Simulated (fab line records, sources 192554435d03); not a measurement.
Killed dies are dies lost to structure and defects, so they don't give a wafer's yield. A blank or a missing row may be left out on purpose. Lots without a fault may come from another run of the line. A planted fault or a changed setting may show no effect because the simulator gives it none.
Which tool did it? | flow n5_finfet | 9 lots, 27 wafers sampled, at 6 steps of a route of 1938

WHAT THE GAUGES READ, wafer by wafer
N5_BEOL_M4_RC_MEAS_101. Usual: DIBL_N 36.5 mV/V, standard deviation 1.2; DIBL_P 36.5 mV/V, standard deviation 1.6; IOFF_N 0.162 nA/um, standard deviation 0.023; IOFF_P 0.221 nA/um, standard deviation 0.03; ION_N 678 uA/um, standard deviation 8; ION_P 466 uA/um, standard deviation 6.3; SS_N 71.6 mV/dec, standard deviation 0.46; SS_P 73.3 mV/dec, standard deviation 0.57; VT_N 249.2 mV, standard deviation 2.6; VT_P -249 mV, standard deviation 3.3.
lot  | measured     | on        | DIBL_N (mV/V)  | DIBL_P (mV/V)  | IOFF_N (nA/um)    | IOFF_P (nA/um)    | ION_N (uA/um) | ION_P (uA/um) | SS_N (mV/dec)  | SS_P (mV/dec)  | VT_N (mV)         | VT_P (mV)      | flag
L898 | day 11 01:40 | prober-02 | 36.6 37.0 36.9 | 38.9 39.9 39.0 | 0.186 0.209 0.191 | 0.239 0.253 0.232 | 683 693 682   | 467 470 470   | 71.1 71.8 71.4 | 74.4 73.7 73.8 | 248.0 244.0 246.5 | -248 -245 -248 |
L899 | day 11 11:25 | prober-02 | 36.1 36.5 35.3 | 37.8 37.9 36.7 | 0.161 0.169 0.151 | 0.257 0.252 0.234 | 681 686 677   | 471 475 470   | 72.2 72.2 72.2 | 74.1 73.7 73.3 | 250.2 248.9 248.3 | -245 -245 -245 |
L901 | day 11 14:50 | prober-02 | 36.9 36.6 36.5 | 37.8 37.4 37.5 | 0.162 0.155 0.156 | 0.189 0.180 0.176 | 680 667 682   | 459 454 460   | 71.5 71.3 71.9 | 73.0 74.0 72.5 | 250.4 251.2 250.6 | -253 -254 -256 |
L902 | day 11 17:20 | prober-02 | 35.8 35.8 35.5 | 36.0 36.5 35.2 | 0.152 0.151 0.148 | 0.205 0.210 0.194 | 680 669 682   | 465 458 464   | 71.8 71.4 71.0 | 73.0 73.1 73.2 | 252.3 249.7 250.3 | -252 -250 -252 |
L907 | day 13 02:37 | prober-01 | 36.6 36.0 37.1 | 36.6 36.7 37.6 | 0.161 0.152 0.177 | 0.226 0.232 0.246 | 682 670 686   | 467 466 471   | 71.9 71.6 71.3 | 73.1 73.4 72.5 | 251.7 251.2 247.3 | -247 -251 -246 |
L912 | day 14 11:44 | prober-01 | 36.2 35.3 34.6 | 38.9 38.1 36.3 | 0.194 0.165 0.152 | 0.254 0.232 0.215 | 695 677 678   | 471 464 465   | 72.0 72.7 71.9 | 73.8 72.7 73.0 | 247.0 248.3 251.2 | -246 -248 -247 |
L913 | day 14 12:09 | prober-02 | 38.8 36.4 38.4 | 39.4 36.0 38.4 | 0.225 0.173 0.204 | 0.302 0.244 0.288 | 700 682 687   | 475 471 479   | 72.1 71.6 71.8 | 74.0 72.6 74.0 | 243.9 246.0 246.0 | -244 -245 -244 |
L911 | day 14 13:41 | prober-01 | 36.9 35.9 35.0 | 36.6 36.2 35.2 | 0.173 0.165 0.147 | 0.202 0.208 0.184 | 686 693 682   | 460 468 463   | 71.6 71.5 70.8 | 73.0 73.9 72.8 | 248.1 248.6 249.1 | -253 -250 -251 |
L917 | day 16 07:52 | prober-02 | 38.1 37.7 39.2 | 38.1 36.9 38.9 | 0.181 0.170 0.206 | 0.251 0.233 0.258 | 678 691 690   | 468 469 463   | 72.3 72.2 72.1 | 74.5 74.4 73.9 | 248.3 249.1 245.9 | -249 -247 -249 |

N5_BEOL_M8_RS_MEAS_57: measures by four-point-probe. Usual: M8_RS 0.289 ohm/sq, standard deviation 0.0064.
lot  | measured     | on            | M8_RS (ohm/sq)    | flag
L898 | day 12 13:05 | film_metro-01 | 0.287 0.291 0.284 |
L899 | day 12 18:16 | film_metro-01 | 0.292 0.280 0.283 |
L901 | day 13 00:17 | film_metro-01 | 0.288 0.274 0.281 |
L902 | day 13 05:53 | film_metro-02 | 0.281 0.280 0.290 |
L907 | day 14 15:38 | film_metro-01 | 0.283 0.280 0.281 |
L912 | day 16 03:54 | film_metro-02 | 0.291 0.297 0.286 |
L913 | day 16 04:05 | film_metro-01 | 0.281 0.284 0.287 |
L911 | day 16 12:34 | film_metro-02 | 0.301 0.297 0.297 |
L917 | day 18 01:40 | film_metro-02 | 0.293 0.295 0.295 |

WHICH TOOL RAN EACH LOT (tool, then ch and the chambers of the sampled wafers, then the start)
lot  | N5_BEOL_M8_TRENCH_ETCH_37                     | N5_BEOL_M8_SURFACE_TREAT_79  | N5_BEOL_M8_CVD_78                | N5_BEOL_M8_CMP_52
L898 | rie_diel-01 ch 0,1,2, day 12 11:56 or earlier | pvd_sputter-01, day 12 11:56 | cvd_co-02 ch 0,2, day 12 12:01   | cmp-02 ch 0,3, day 12 12:39
L899 | rie_diel-04 ch 0,1,2, day 12 16:58 or earlier | pvd_sputter-02, day 12 16:58 | cvd_co-02 ch 0,1,2, day 12 17:02 | cmp-02 ch 0,1,2, day 12 17:56
L901 | rie_diel-06 ch 0,3, day 12 23:01 or earlier   | pvd_sputter-02, day 12 23:01 | cvd_co-02 ch 0,1, day 12 23:09   | cmp-02 ch 0,2, day 12 23:53
L902 | rie_diel-01 ch 1,2,3, day 13 03:08 or earlier | pvd_sputter-03, day 13 03:08 | cvd_co-02 ch 0,1, day 13 04:13   | cmp-02 ch 0,1,3, day 13 05:27
L907 | rie_diel-01 ch 1,2, day 14 14:18 or earlier   | pvd_sputter-03, day 14 14:18 | cvd_co-02 ch 0,1, day 14 14:22   | cmp-02 ch 0,1,2, day 14 15:15
L912 | rie_diel-01 ch 0,1,3, day 16 02:06 or earlier | pvd_sputter-03, day 16 02:06 | cvd_co-01 ch 1,2, day 16 02:21   | cmp-04 ch 1,2, day 16 03:29
L913 | rie_diel-06 ch 2,3, day 16 02:08 or earlier   | pvd_sputter-03, day 16 02:08 | cvd_co-02 ch 0,1,2, day 16 02:26 | cmp-01 ch 0,3, day 16 03:40
L911 | rie_diel-06 ch 1,3, day 16 09:33 or earlier   | pvd_sputter-01, day 16 09:33 | cvd_co-02 ch 0,1,2, day 16 09:49 | cmp-04 ch 0,2, day 16 12:07
L917 | rie_diel-06 ch 1,2,3, day 17 22:37 or earlier | pvd_sputter-02, day 17 22:37 | cvd_co-02 ch 0,1,2, day 17 22:45 | cmp-04 ch 0,3, day 18 01:17
- N5_BEOL_M8_TRENCH_ETCH_37: etches SiCOH lowk in C4F6/O2, target depth 93.478 nm, time 31.2 s.
- N5_BEOL_M8_SURFACE_TREAT_79
- N5_BEOL_M8_CVD_78: deposits Co from CCTBA/H2, target thk 2 nm, time 142.3 s.
- N5_BEOL_M8_CMP_52: polishes, stops on SiCOH lowk, t overpolish 6.9 s, target thk 80 nm.

WHAT THE TOOLS THEMSELVES READ (means of the sampled wafers that have a number; where no wafer has one, the mark that the record gives instead)
N5_BEOL_M8_TRENCH_ETCH_37. Usual: drypump_motor_current_A 5.8 A, standard deviation 0.4; oes_product_au 0.76 a.u., standard deviation 0.059; rf_vpp_V 667 V, standard deviation 7.8; showerhead_plenum_p_Torr 2.87 Torr, standard deviation 0.066; throttle_valve_pct 20.98 %, standard deviation 0.16.
lot  | tool        | drypump_motor_current_A (A) | oes_product_au (a.u.) | rf_vpp_V (V) | showerhead_plenum_p_Torr (Torr) | throttle_valve_pct (%) | flag
L898 | rie_diel-01 | 5.9                         | 0.81                  | 668          | 2.87                            | 21.00                  |
L899 | rie_diel-04 | 5.7                         | 0.77                  | 664          | 2.92                            | 20.96                  |
L901 | rie_diel-06 | 5.9                         | 0.72                  | 658          | 2.83                            | 20.98                  |
L902 | rie_diel-01 | 5.8                         | 0.78                  | 665          | 2.83                            | 21.08                  |
L907 | rie_diel-01 | 6.1                         | 0.79                  | 662          | 2.79                            | 21.09                  |
L912 | rie_diel-01 | 5.7                         | 0.76                  | 670          | 2.89                            | 21.07                  |
L913 | rie_diel-06 | 5.4                         | 0.70                  | 669          | 2.89                            | 20.90                  |
L911 | rie_diel-06 | 5.8                         | 0.75                  | 672          | 2.84                            | 21.02                  |
L917 | rie_diel-06 | 5.6                         | 0.71                  | 670          | 2.86                            | 20.99                  |

N5_BEOL_M8_CVD_78. Usual: chamber_pressure_Torr 30.00 Torr, standard deviation 0.066; run_length_s 165.1 s, standard deviation 0.42.
lot  | tool      | chamber_pressure_Torr (Torr) | run_length_s (s) | flag
L898 | cvd_co-02 | 29.98                        | 165.4            |
L899 | cvd_co-02 | -                            | -                | OFF
L901 | cvd_co-02 | -                            | -                | OFF
L902 | cvd_co-02 | 30.05                        | 164.8            |
L907 | cvd_co-02 | 30.06                        | 165.0            |
L912 | cvd_co-01 | 30.00                        | 164.9            |
L913 | cvd_co-02 | 30.03                        | 165.2            |
L911 | cvd_co-02 | 30.05                        | 165.1            |
L917 | cvd_co-02 | 30.00                        | 165.1            |

N5_BEOL_M8_CMP_52. Usual: barrier_field_endpoint_s 29.0 s, standard deviation 0.61; motor_current_A 5.98 A, standard deviation 0.29; slurry_filter_dp_kPa 13.51 kPa, standard deviation 0.13.
lot  | tool   | barrier_field_endpoint_s (s) | motor_current_A (A) | slurry_filter_dp_kPa (kPa) | flag
L898 | cmp-02 | 29.2                         | 5.82                | 13.43                      |
L899 | cmp-02 | 27.0                         | 5.92                | 13.45                      | OFF
L901 | cmp-02 | 27.4                         | 5.98                | 13.41                      |
L902 | cmp-02 | 29.1                         | 5.71                | 13.65                      |
L907 | cmp-02 | 29.1                         | 5.92                | 13.59                      |
L912 | cmp-04 | 28.1                         | 6.19                | 13.41                      |
L913 | cmp-01 | 29.1                         | 5.54                | 13.46                      |
L911 | cmp-04 | 28.8                         | 5.88                | 13.43                      |
L917 | cmp-04 | 29.8                         | 6.18                | 13.45                      |

THE ANSWER, worked out from the rows above alone
Rule: a lot is off if the mean of its wafers that have a number lies more than 3 standard deviations from the usual mean. A lot without any number at a reading at which 4 lots or more have one is off too. The other lots that the step has rows for count as sound. The gauges are gone through in route order, then the tools' own readings, and for those a lot's mean is taken as printed above. The first step at which some lot is off is used, and at that step the reading that is off furthest; a lot without a number counts as furthest.
Off: L899, L901, at N5_BEOL_M8_CVD_78 (chamber_pressure_Torr). Without a number there: L899, L901.
A tool fits if, at that step or a process step before it, it ran every lot that is off, and no sound lot after the first of them. N5_BEOL_M8_TRENCH_ETCH_37 gives no start for some lots, so the hours and the order of its lots are those of N5_BEOL_M8_SURFACE_TREAT_79. None of those tried fits.

WHAT THE SIMULATOR HAD PUT IN
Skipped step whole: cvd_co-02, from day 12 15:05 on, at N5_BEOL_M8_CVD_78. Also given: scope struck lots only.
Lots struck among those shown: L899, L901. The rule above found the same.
